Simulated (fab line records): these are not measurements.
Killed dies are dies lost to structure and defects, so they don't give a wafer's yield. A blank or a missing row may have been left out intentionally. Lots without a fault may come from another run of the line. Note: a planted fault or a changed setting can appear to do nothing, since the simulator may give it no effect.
fab line records	flow n5-finfet
record lots=11	wafers=33	last-day=18
route steps=1938 shown BEOL_M0@737 BEOL_M1@752 BEOL_M4@1111 PASSIVATION@1936
lots untouched by any fault: they come from a run of this same line in which no faults occurred
start-h: hours from the record's first day to the start of the lot's first wafer shown	wait-h: time in hours since the lot's previous step	" identical to the entry in the row above	L1.1+2: a row that stands for several wafers	- no value, or no start given	* or withheld: withheld	< > ~ a bound
route shown NAME@n: a module of which the file shows steps, and the number in the route of the first	usual: average and standard deviation across the fault-free wafers	same: alike in all rows	chamber/n: place in a boat	sites: readings site by site	_std_site: their standard deviation	_edge_site: mean of outer sites minus mean of inner sites	radius-mm: for every site, how far away it sits from the centre of the wafer	mask NAME#n: copy n	behind: the most recent tool/chamber to have shaped the wafer	hold: why the lot was held/for how many hours/how that ended	device: transistor that didn't switch, given as n, p or np	end of line: at the end of the route, the tests of the same wafers	a step without rows: its recipe alone	killed: dies that structure and defects cost at the first sort, which is not the same as the wafer's yield	map: the dies of a wafer, with x for killed, . for not killed, _ for no die there
set.NAME: the run value of the setting; set.NAME@STEP: its run value at that earlier step	model.NAME: the simulator's own value behind a step, which no gauge read
a sample of lots followed through the steps of the route, with each step as a table and each wafer as a row
services: from which hour (start-h, from the record's first day; less than 0 if before it) a tool's chamber was out of use, for how many hours, and why
## steps
# step N5_BEOL_M0_ANNEAL_133
# recipe temp-c=400	time-s=60	ambient=vacuum
# usual heater-power-w=868/150
lot.wafer	tool	chamber	start-h	wait-h	heater-power-w
L997.3	pvd-sputter-03	-	138.41	0.0	758
L997.4	"	-	"	"	829
L997.6	"	-	"	"	1184
L995.3	pvd-sputter-01	-	140.24	0.0	828
L995.4	"	-	"	"	850
L995.6	"	-	"	"	827
L996.3	pvd-sputter-01	-	141.33	0.0	848
L996.4	"	-	"	"	825
L996.6	"	-	"	"	724
L998.2	pvd-sputter-02	-	142.46	0.0	1041
L998.4	"	-	"	"	690
L998.5	"	-	"	"	1016
L100.1	pvd-sputter-01	-	155.61	0.0	829
L100.4	"	-	"	"	805
L100.6	"	-	"	"	824
L101.1	pvd-sputter-03	-	162.00	0.0	693
L101.2	"	-	"	"	1184
L101.5	"	-	"	"	689
L107.1	pvd-sputter-03	-	202.36	0.0	854
L107.2	"	-	"	"	688
L107.6	"	-	"	"	767
L108.2	pvd-sputter-03	-	202.86	0.0	760
L108.5	"	-	"	"	1182
L108.6	"	-	"	"	849
L109.3	pvd-sputter-02	-	217.88	0.0	909
L109.4	"	-	"	"	1036
L109.5	"	-	"	"	711
L113.1	pvd-sputter-03	-	236.07	0.0	696
L113.2	"	-	"	"	1191
L113.3	"	-	"	"	830
L117.4	pvd-sputter-02	-	264.15	0.0	1006
L117.5	"	-	"	"	923
L117.6	"	-	"	"	1014
# step N5_BEOL_M0_ANNEAL_135
# recipe temp-c=400	time-s=60	ambient=vacuum
# usual heater-power-w=868/150
lot.wafer	tool	chamber	start-h	wait-h	heater-power-w
L997.3	pvd-sputter-03	-	138.53	0.0	761
L997.4	"	-	"	"	826
L997.6	"	-	"	"	1167
L995.3	pvd-sputter-01	-	140.36	0.0	818
L995.4	"	-	"	"	858
L995.6	"	-	"	"	841
L996.3	pvd-sputter-01	-	141.45	0.0	843
L996.4	"	-	"	"	829
L996.6	"	-	"	"	727
L998.2	pvd-sputter-02	-	142.58	0.0	1035
L998.4	"	-	"	"	691
L998.5	"	-	"	"	1016
L100.1	pvd-sputter-01	-	155.73	0.0	851
L100.4	"	-	"	"	831
L100.6	"	-	"	"	830
L101.1	pvd-sputter-03	-	162.12	0.0	688
L101.2	"	-	"	"	1175
L101.5	"	-	"	"	697
L107.1	pvd-sputter-03	-	202.50	0.0	850
L107.2	"	-	"	"	686
L107.6	"	-	"	"	754
L108.2	pvd-sputter-03	-	202.99	0.0	766
L108.5	"	-	"	"	1173
L108.6	"	-	"	"	856
L109.3	pvd-sputter-02	-	218.00	0.0	915
L109.4	"	-	"	"	1051
L109.5	"	-	"	"	692
L113.1	pvd-sputter-03	-	236.19	0.0	687
L113.2	"	-	"	"	1179
L113.3	"	-	"	"	826
L117.4	pvd-sputter-02	-	264.27	0.0	1023
L117.5	"	-	"	"	906
L117.6	"	-	"	"	1012
# step N5_BEOL_M0_DEP_125
# recipe material=SiCN	target-thk-a=80	temp-c=withheld	precursor=3MS/NH3	pressure-torr=3	rf-w=202	time-s=14
# usual chamber-pressure-Torr=3.000/0.0063	rf-fwd-power-W=199.5/1	showerhead-plenum-p-Torr=3.671/0.014	throttle-valve-pct=9.0/0.41
lot.wafer	tool	chamber	start-h	wait-h	chamber-pressure-Torr	rf-fwd-power-W	showerhead-plenum-p-Torr	throttle-valve-pct
L997.3	pecvd-02	2	139.59	0.0	3.001	200.8	3.656	8.8
L997.4	"	0	"	"	2.995	198.9	3.675	9.7
L997.6	"	2	"	"	3.002	200.1	3.654	8.3
L995.3	pecvd-03	0	141.41	0.0	3.002	198.8	3.682	8.8
L995.4	"	2	"	"	3.008	200.0	3.666	8.8
L995.6	"	2	"	"	3.009	200.3	3.668	8.9
L996.3	pecvd-03	2	142.77	0.0	3.002	199.0	3.669	8.7
L996.4	"	0	"	"	3.004	200.7	3.689	9.1
L996.6	"	2	"	"	3.018	200.0	3.662	8.9
L998.2	pecvd-03	0	144.12	0.0	2.997	200.7	3.681	9.2
L998.4	"	2	"	"	2.995	199.0	3.669	8.9
L998.5	"	0	"	"	2.996	199.9	3.693	9.0
L100.1	pecvd-02	1	156.75	0.0	-	-	-	-
L100.4	"	1	"	"	-	-	-	-
L100.6	"	0	"	"	-	-	-	-
L101.1	pecvd-03	2	163.14	0.0	-	-	-	-
L101.2	"	0	"	"	-	-	-	-
L101.5	"	0	"	"	-	-	-	-
L107.1	pecvd-04	2	205.08	0.0	3.002	199.0	3.664	8.2
L107.2	"	1	"	"	2.996	200.7	3.708	9.0
L107.6	"	1	"	"	3.014	200.3	3.704	9.2
L108.2	pecvd-02	0	205.10	0.0	2.996	198.9	3.665	9.7
L108.5	"	0	"	"	3.002	199.2	3.667	10.1
L108.6	"	1	"	"	3.005	198.5	3.683	8.7
L109.3	pecvd-03	0	219.29	0.0	2.993	199.5	3.681	9.0
L109.4	"	2	"	"	3.012	200.2	3.671	8.9
L109.5	"	1	"	"	2.992	197.5	3.651	9.6
L113.1	pecvd-03	0	237.22	0.0	3.009	198.6	3.680	9.1
L113.2	"	2	"	"	3.000	200.6	3.664	8.8
L113.3	"	1	"	"	2.995	199.1	3.655	9.6
L117.4	pecvd-02	0	265.31	0.0	2.998	200.8	3.666	9.8
L117.5	"	2	"	"	3.001	199.8	3.665	8.9
L117.6	"	1	"	"	2.995	199.8	3.680	9.0
# step N5_BEOL_M1_THK_MEAS_01
# recipe reads=SiOC_of_BEOL_M1_ILD_DEP_00
# usual M1_ILD_THK=78.9/0.99
lot.wafer	tool	chamber	start-h	wait-h	M1_ILD_THK[nm]
L997.3	film-metro-01	-	139.79	0.1	77.1
L997.4	"	-	"	"	77.7
L997.6	"	-	"	"	78.5
L995.3	film-metro-01	-	141.63	0.1	79.5
L995.4	"	-	"	"	79.2
L995.6	"	-	"	"	79.3
L996.3	film-metro-01	-	143.00	0.1	78.5
L996.4	"	-	"	"	79.2
L996.6	"	-	"	"	79.0
L998.2	film-metro-01	-	144.35	0.1	78.6
L998.4	"	-	"	"	79.1
L998.5	"	-	"	"	80.1
L107.1	film-metro-02	-	205.28	0.0	77.7
L107.2	"	-	"	"	78.3
L107.6	"	-	"	"	79.9
L108.2	film-metro-01	-	205.30	0.1	79.5
L108.5	"	-	"	"	80.3
L108.6	"	-	"	"	79.4
L109.3	film-metro-02	-	219.49	0.1	77.8
L109.4	"	-	"	"	79.9
L109.5	"	-	"	"	80.3
L113.1	film-metro-01	-	237.41	0.0	79.2
L113.2	"	-	"	"	79.7
L113.3	"	-	"	"	78.5
L117.4	film-metro-02	-	265.49	0.0	80.5
L117.5	"	-	"	"	79.7
L117.6	"	-	"	"	79.3
# step N5_BEOL_M4_RC_MEAS_101
# usual DIBL_N=36.9/1.7	DIBL_P=36.7/2.1	IOFF_N=0.17/0.032	IOFF_P=0.22/0.036	ION_N=674/12	ION_P=461/7	SS_N=71.7/0.6	SS_P=73.4/0.67	VT_N=249/3.1	VT_P=-250/3.2
lot.wafer	tool	chamber	start-h	wait-h	DIBL_N[mV/V]	DIBL_P[mV/V]	IOFF_N[nA/um]	IOFF_P[nA/um]	ION_N[uA/um]	ION_P[uA/um]	SS_N[mV/dec]	SS_P[mV/dec]	VT_N[mV]	VT_P[mV]
L997.3	prober-02	0	182.21	0.3	32.8	32.8	0.12	0.17	660	454	70.6	72.8	255	-252
L997.4	"	0	"	"	35.9	35.1	0.16	0.20	663	454	71.8	72.8	250	-252
L997.6	"	0	"	"	34.4	32.9	0.14	0.17	652	446	71.6	72.2	252	-251
L996.3	prober-02	0	186.05	0.3	35.1	33.9	0.13	0.15	653	449	70.7	73.5	251	-257
L996.4	"	0	"	"	37.2	36.8	0.17	0.19	682	455	71.6	73.1	251	-255
L996.6	"	0	"	"	37.5	35.1	0.17	0.16	677	451	71.5	73.5	248	-256
L995.3	prober-02	0	192.31	0.3	37.7	37.5	0.18	0.22	674	463	71.6	73.8	250	-249
L995.4	"	0	"	"	36.5	35.6	0.16	0.19	666	456	71.3	73.2	250	-252
L995.6	"	0	"	"	36.5	36.0	0.16	0.19	676	453	71.7	73.5	250	-252
L998.2	prober-02	0	195.54	0.2	37.5	38.3	0.17	0.21	668	460	71.6	73.6	250	-252
L998.4	"	0	"	"	40.4	42.5	0.24	0.28	691	463	72.7	75.5	242	-248
L998.5	"	0	"	"	37.1	38.5	0.16	0.21	678	461	72.3	73.6	250	-251
L107.1	prober-02	0	249.66	0.0	34.9	35.1	0.13	0.16	673	455	70.6	73.0	251	-256
L107.2	"	0	"	"	35.7	34.9	0.14	0.16	672	454	71.3	73.2	253	-256
L107.6	"	0	"	"	36.9	37.2	0.17	0.19	686	459	71.6	74.1	250	-251
L108.2	prober-01	0	249.86	0.2	38.3	38.9	0.21	0.27	691	467	71.7	74.6	247	-247
L108.5	"	0	"	"	38.2	39.0	0.21	0.26	691	470	71.4	74.2	246	-248
L108.6	"	0	"	"	35.9	36.5	0.16	0.21	681	467	71.6	72.9	251	-250
L109.3	prober-01	0	257.39	0.3	37.3	36.8	0.18	0.24	676	465	71.6	73.5	246	-248
L109.4	"	0	"	"	37.9	35.9	0.20	0.23	685	468	71.9	73.4	246	-250
L109.5	"	0	"	"	37.8	35.7	0.18	0.22	681	466	71.8	72.5	247	-250
L113.1	prober-01	0	285.93	0.0	37.1	37.7	0.17	0.27	679	465	72.8	73.5	248	-245
L113.2	"	0	"	"	36.4	35.5	0.15	0.22	668	461	71.0	73.3	252	-245
L113.3	"	0	"	"	38.0	38.3	0.21	0.28	702	472	73.2	74.1	244	-245
L117.4	prober-01	0	312.33	0.5	39.1	38.5	0.18	0.23	663	460	71.9	74.1	251	-249
L117.5	"	0	"	"	37.7	37.1	0.16	0.22	659	458	72.1	73.7	252	-248
L117.6	"	0	"	"	39.5	39.5	0.19	0.26	681	467	72.8	73.8	251	-247
# step N5_PASSIVATION_PROBE_49
# usual defect-limited-yield=91.7/1.5	killed_at_M0_to_M3=32/9.6	killed_at_M4_up=13/5.3	killed-at-contacts=12/6.8	killed-at-front-end=36/9.8	killed-at-other=4/3.1	killed-dies=98/17	killed-on-rim=13/4	killed-open=65/13	killed-short=32/8.5	sort_bin_5_function=4.9/0.93	sort_bin_6_memory=3.2/0.67	sort-n-pass=1082/17	sort-yield-pct=91.7/1.4
# same gross-dies=1180	killed-at-back-side=0	sort_bin_4_leakage[%]=0	sort_bin_8_speed[%]=0
lot.wafer	tool	chamber	start-h	wait-h	defect-limited-yield[%]	killed_at_M0_to_M3	killed_at_M4_up	killed-at-contacts	killed-at-front-end	killed-at-other	killed-dies	killed-on-rim	killed-open	killed-short	sort_bin_5_function[%]	sort_bin_6_memory[%]	sort-n-pass	sort-yield-pct[%]
L101.1	prober-02	-	306.07	0.0	0	1106	16	8	48	2	1180	152	73	32	96.1	3.5	0	0
L101.2	prober-02	-	306.12	0.1	0	1108	15	14	43	0	1180	152	70	28	96.1	3.6	0	0
L101.5	prober-02	-	306.27	0.2	0	1121	11	8	36	4	1180	152	57	20	96.9	3.0	0	0
L100.1	prober-01	-	306.38	0.0	0	1092	15	13	45	15	1180	152	68	35	96.8	3.0	0	0
L100.4	prober-01	-	306.53	0.2	0	1106	11	16	41	6	1180	152	81	37	95.6	3.8	0	0
L100.6	prober-01	-	306.63	0.3	0	1108	19	14	35	4	1180	152	57	35	96.4	3.2	0	0
# killed by level:class
L101.1 BEOL_M0:area-dep=1073 STI_FIN_REVEAL:geometric-particle:open=13 BEOL_M0_SAQP:geometric-particle:open=13 FIN_SAQP:geometric-particle:open=12 MOL_CONTACT_COAG:geometric-particle:open=8 BEOL_M0_SAQP:geometric-particle:short=7 BEOL_M1:geometric-particle:open=5 FIN_SAQP:geometric-particle:short=4
L101.2 BEOL_M0:area-dep=1079 STI_FIN_REVEAL:geometric-particle:open=13 MOL_CONTACT_COAG:geometric-particle:open=12 BEOL_M1:geometric-particle:open=9 FIN_SAQP:geometric-particle:short=8 BEOL_M0_SAQP:geometric-particle:open=6 FIN_SAQP:geometric-particle:open=5 BEOL_M0_SAQP:geometric-particle:short=5
L101.5 BEOL_M0:area-dep=1101 STI_FIN_REVEAL:geometric-particle:open=15 GATE_CUT:geometric-particle:short=7 MOL_CONTACT_COAG:geometric-particle:open=7 BEOL_M2:geometric-particle:open=6 DUMMY_GATE:geometric-particle:open=4 BEOL_M0_SAQP:geometric-particle:open=4 BEOL_M3:geometric-particle:open=4
L100.1 BEOL_M0:area-dep=1075 FIN_SAQP:geometric-particle:open=13 FIN_SAQP:geometric-particle:short=9 MOL_CONTACT_COAG:geometric-particle:open=9 STI_FIN_REVEAL:geometric-particle:open=8 BEOL_M3:geometric-particle:open=8 GATE_CUT:geometric-particle:short=4 MOL_CONTACT_COAG:geometric-particle:short=4
L100.4 BEOL_M0:area-dep=1062 MOL_CONTACT_COAG:geometric-particle:open=14 BEOL_M0_SAQP:geometric-particle:short=12 BEOL_M0_SAQP:geometric-particle:open=10 STI_FIN_REVEAL:geometric-particle:open=10 DUMMY_GATE:geometric-particle:open=8 BEOL_M3:geometric-particle:open=8 BEOL_M1:geometric-particle:open=6
L100.6 BEOL_M0:area-dep=1088 STI_FIN_REVEAL:geometric-particle:open=11 MOL_CONTACT_COAG:geometric-particle:open=11 BEOL_M4:geometric-particle:open=9 FIN_SAQP:geometric-particle:short=8 BEOL_M3:geometric-particle:open=5 FIN_SAQP:geometric-particle:open=4 BEOL_M4:geometric-particle:short=4
## services
tool	chamber	start-h	hours	kind
pvd-sputter-03	-	124.48	12.1	repair
pvd-sputter-01	-	129.67	3.7	repair
pecvd-03	1	140.56	5.5	scheduled-down
pvd-sputter-03	-	150.18	7.7	repair
pecvd-03	2	164.62	5.5	scheduled-down
pecvd-03	2	211.82	5.0	scheduled-down
## key
first-sign step=N5_BEOL_M0_DEP_125	reading=tool-record	direction=missing
effect step=N5_PASSIVATION_PROBE_49	reading=killed_at_M0_to_M3	direction=up	sigmas=99+	usual=32	struck=1107
more-kills-born-at N5_BEOL_M0_DEP_125@pecvd-03=3253	N5_BEOL_M0_DEP_125@pecvd-02=3225
met-at N5_BEOL_M0_DEP_125
struck-lots L100,L101
later-rows-left-out L100.1,L100.4,L100.6,L101.1,L101.2,L101.5
not-acting-at N5_BEOL_M0_ANNEAL_133,N5_BEOL_M0_ANNEAL_135,N5_BEOL_M1_THK_MEAS_01
onset-between 144.12 156.75
fault kind=skipped-step-whole	tool=pecvd-02,pecvd-03	chamber=-	onset-h=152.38	steps=N5_BEOL_M0_DEP_125	scope=struck-lots-only
# later-rows-left-out: the simulator's readings of these wafers behind a module that went badly wrong aren't trusted and aren't shown, but for the sort
